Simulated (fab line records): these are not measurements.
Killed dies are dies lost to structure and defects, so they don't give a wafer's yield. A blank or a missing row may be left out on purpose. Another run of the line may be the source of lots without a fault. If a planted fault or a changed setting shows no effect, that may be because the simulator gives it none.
Lot-split experiment ; flow n5-finfet ; 21 wafers read from 7 lots, route of 1938 steps

== THE SPLIT ITSELF ==
At N5_FIN_SAQP_SPACER1_ALD_24 (deposits SiO2, target thk 20.3 nm, pulse time 1 s, purge time 2 s), the setting ald-cycles was moved away from the recipe's 218 on 5 of the 21 wafers read, by -11.0% to +10.1%. This setting was run at the recipe's value on the other wafers.

== FROM THE SPLIT TO THE READING: what the file shows between them, 2 steps ==
- N5_FIN_SAQP_SPACER1_ETCHBACK_25: etches SiO2 in CHF3/O2, target depth 24.4 nm, time 12.2 s
- N5_FIN_SAQP_MANDREL1_REMOVE_56: chemistry HBr/Cl2/O2, target a-Si, stops on SiNx, bt time 10 s

== THE READING ==
cd-nm (nm) at N5_FIN_SAQP_CD_MEAS_27, where the cd target is 20 nm. Fault-free wafers of this fab line usually give 20.27 nm, standard deviation 0.21 nm.

wafer;tool, chamber at the split;ald-cycles as run;against the recipe;cd-nm, nm;against lot-mates on the recipe
L075.1;ald-sin-01, 3,0;218;recipe;20.08;-
L075.2;ald-sin-01, 3,0;218;recipe;20.29;-
L075.4;ald-sin-01, 2;218;recipe;20.51;-
L080.3;ald-sin-03, 2;218;recipe;20.05;-
L080.5;ald-sin-03, 2;218;recipe;20.20;-
L080.6;ald-sin-03, 1;240;+10.1%;22.15;+2.02
L082.1;ald-sin-03, 3;235;+7.8%;21.83;+1.32
L082.3;ald-sin-03, 1;218;recipe;20.51;-
L082.4;ald-sin-03, 0;235;+7.8%;22.03;+1.52
L084.2;ald-sin-03, 0,1,2;218;recipe;19.99;-
L084.3;ald-sin-03, 0,1,2;218;recipe;19.78;-
L084.4;ald-sin-03, 0,1,2;218;recipe;20.27;-
L091.1;ald-sin-01, 3;194;-11.0%;17.97;-2.23
L091.3;ald-sin-01, 0;218;recipe;20.32;-
L091.6;ald-sin-01, 0;218;recipe;20.09;-
L092.1;ald-sin-03, 1;209;-4.1%;19.63;-0.67
L092.5;ald-sin-03, 1,2;218;recipe;19.91;-
L092.6;ald-sin-03, 1,2;218;recipe;20.69;-
L095.3;ald-sin-01, 2,1,2;218;recipe;20.52;-
L095.4;ald-sin-01, 2,1,2;218;recipe;20.56;-
L095.6;ald-sin-01, 2,1,2;218;recipe;20.42;-
When a row names more than one chamber, that row covers several wafers, and the file does not tell which wafer ran in which chamber.

FIT RESULTS
A straight line over all 21 wafers: cd-nm changes by +0.201 nm for each +1% of ald-cycles; r = +0.96; the points scatter about the line by 0.24 nm.
The same after taking each lot's own level away (the mean of its wafers on the recipe; 21 wafers): +0.194 nm for each +1%; r = +0.98; scatter 0.18 nm.
On that fit, the largest move of ald-cycles shifts the reading by 2.1 nm.
Measured against the standard deviation above, the lots' own levels, which go from 20.013 to 20.510 nm, span 2.4 times it.
The two slopes agree, so the slope changes little with the lot-to-lot level.
Check: -2.06 nm against its lot-mates is what the line predicts for one of the wafers moved furthest among these (-11.0%) when that wafer is left out of the fit. Against them it came out at -2.23 nm.

== FURTHER SPLITS ON THESE WAFERS ==
Note: prior to the reading, these wafers also went through further splits. Each is held against what the fit with the lots' levels taken away leaves over:
other split on the same wafers;wafers away from the commonest value;r with cd-nm (lot level and that fit taken away)
N5_WELL_APT_EXPOSE_05 dose-mj;4;-0.37
N5_PMOS_HMC_CHANNEL_EPI_PEB_07 peb-temp-c;4;-0.09
N5_PMOS_HMC_CHANNEL_EPI_ETCH_32 bias-w;5;-0.18

== THE WHOLE CHAIN: every reading that the file lists as answering this split, in the file's order ==
step;what it does;reading;change (the file's fit);r (the file's)
N5_FIN_SAQP_SPACER1_ALD_24;deposits SiO2, target thk 20.3 nm, pulse time 1 s, purge time 2 s;SiO2_of_FIN_SAQP_SPACER1_ALD_24.thk-nm (the simulator's own value, which no gauge read);+0.196 nm for each +1% of the setting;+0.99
N5_FIN_SAQP_MANDREL1_REMOVE_56;chemistry HBr/Cl2/O2, target a-Si, stops on SiNx, bt time 10 s;FIN_SAQP.cd-nm (the simulator's own value, which no gauge read);+0.198 nm for each +1% of the setting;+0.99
N5_FIN_SAQP_CD_MEAS_27;target cd 20 nm;cd-nm;+0.196 nm for each +1% of the setting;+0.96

== THE FILE'S OWN FIT ==
cd-nm changes by +0.196 nm for each +1% of ald-cycles, r = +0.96.
